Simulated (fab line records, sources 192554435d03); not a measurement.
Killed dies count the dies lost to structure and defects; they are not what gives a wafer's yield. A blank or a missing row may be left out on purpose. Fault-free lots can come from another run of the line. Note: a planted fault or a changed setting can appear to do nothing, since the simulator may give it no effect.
Lot-split experiment ; flow n5-finfet ; 7 lots, 21 wafers read, on a route of 1938 steps

ABOUT THE SPLIT
At N5_SD_EPI_P_COAT_03 (resist thk 150 nm), the setting spin-rpm was moved away from the recipe's 1500 rpm on 11 of the 21 wafers read, by -7.8% to +9.8%. This setting was run at the recipe's value on the other wafers.

FROM THE SPLIT TO THE READING: what the file shows between them, 4 steps
- N5_SD_EPI_P_EBR_05
- N5_SD_EPI_P_SOFTBAKE_04: time 60 s
- N5_SD_EPI_P_EXPOSE_06: exposes mask SD P BLK, target cd 240 nm
- N5_SD_EPI_P_PEB_07: peb time 60 s

THE READING
CAR-ArF-block_of_SD_EPI_P_COAT_03.thk-nm (the simulator's own value, which no gauge read), in nm, at N5_SD_EPI_P_DEVELOP_08 (develop time 30 s). The file gives no usual value for it. Across the 10 wafers here that went through the recipe, the average is 148.1 nm and the standard deviation 0.46 nm.

wafer;tool, chamber at the split;spin-rpm as run, rpm;against the recipe;CAR-ArF-block_of_SD_EPI_P_COAT_03.thk-nm, nm;against lot-mates on the recipe
L074.2;litho-track-02, 0;1500;recipe;147.8;-
L074.3;litho-track-02, 0;1583;+5.5%;143.4;-4.4
L074.4;litho-track-02, 0;1583;+5.5%;143.6;-4.2
L076.1;litho-track-03, 0;1500;recipe;147.8;-
L076.3;litho-track-03, 0;1647;+9.8%;141.6;-6.2
L076.6;litho-track-03, 0;1647;+9.8%;141.4;-6.4
L082.1;litho-track-04, 0;1500;recipe;148;-
L082.4;litho-track-04, 0;1572;+4.8%;144.6;-3.4
L082.5;litho-track-04, 0;1572;+4.8%;144.2;-3.8
L086.2;litho-track-02, 0;1500;recipe;147.2;-
L086.5;litho-track-02, 0;1500;recipe;148.2;-
L086.6;litho-track-02, 0;1383;-7.8%;153.4;+5.7
L094.2;litho-track-03, 0;1383;-7.8%;154.8;+6.6
L094.3;litho-track-03, 0;1383;-7.8%;154.6;+6.4
L094.4;litho-track-03, 0;1500;recipe;148.2;-
L095.2;litho-track-04, 0;1500;recipe;148.8;-
L095.5;litho-track-04, 0;1500;recipe;148.8;-
L095.4;litho-track-04, 0;1500;recipe;148.4;-
L097.1;litho-track-04, 0;1566;+4.4%;144.8;-3.4
L097.3;litho-track-04, 0;1500;recipe;148.2;-
L097.6;litho-track-04, 0;1566;+4.4%;145.2;-3.0

THE FIT
A straight line over all 21 wafers: CAR-ArF-block_of_SD_EPI_P_COAT_03.thk-nm changes by -0.749 nm for each +1% of spin-rpm; r = -0.99; the points scatter about the line by 0.52 nm.
The same after taking each lot's own level away (the mean of its wafers on the recipe; 21 wafers): -0.736 nm for each +1%; r = -0.99; scatter 0.42 nm.
Per that fit: largest spin-rpm move, reading shift of 7.2 nm.
The span of the lots' own levels, 147.70 to 148.67 nm, comes to 2.1 times the standard deviation stated above.
So the lot-to-lot level changes the slope little: the two slopes agree.
Check: with one of the wafers moved furthest among these (+9.8%) left out of the fit, the line predicts -7.29 nm for it against its lot-mates. It came out at -6.2 nm against them.

OTHER SPLITS ON THESE WAFERS
Other splits were also applied to these wafers ahead of the reading. Each is held against what the fit with the lots' levels taken away leaves over:
other split on the same wafers;wafers away from the commonest value;r with CAR-ArF-block_of_SD_EPI_P_COAT_03.thk-nm (lot level and that fit taken away)
N5_FIN_CUT_EXPOSE_05 dose-mj;9;-0.10
N5_DUMMY_GATE_CVD_03 temp-c;18;+0.01

THE WHOLE CHAIN: every reading that the file lists as answering this split, in the file's order
step;what it does;reading;change (the file's fit);r (the file's)
N5_SD_EPI_P_COAT_03;resist thk 150 nm;CAR-ArF-block_of_SD_EPI_P_COAT_03.thk-nm (the simulator's own value, which no gauge read);-0.74 nm for each +1% of the setting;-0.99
N5_SD_EPI_P_DEVELOP_08;develop time 30 s;CAR-ArF-block_of_SD_EPI_P_COAT_03.thk-nm (the simulator's own value, which no gauge read);-0.729 nm for each +1% of the setting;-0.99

FILE'S OWN FIT
CAR-ArF-block_of_SD_EPI_P_COAT_03.thk-nm changes by -0.729 nm for each +1% of spin-rpm, r = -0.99.
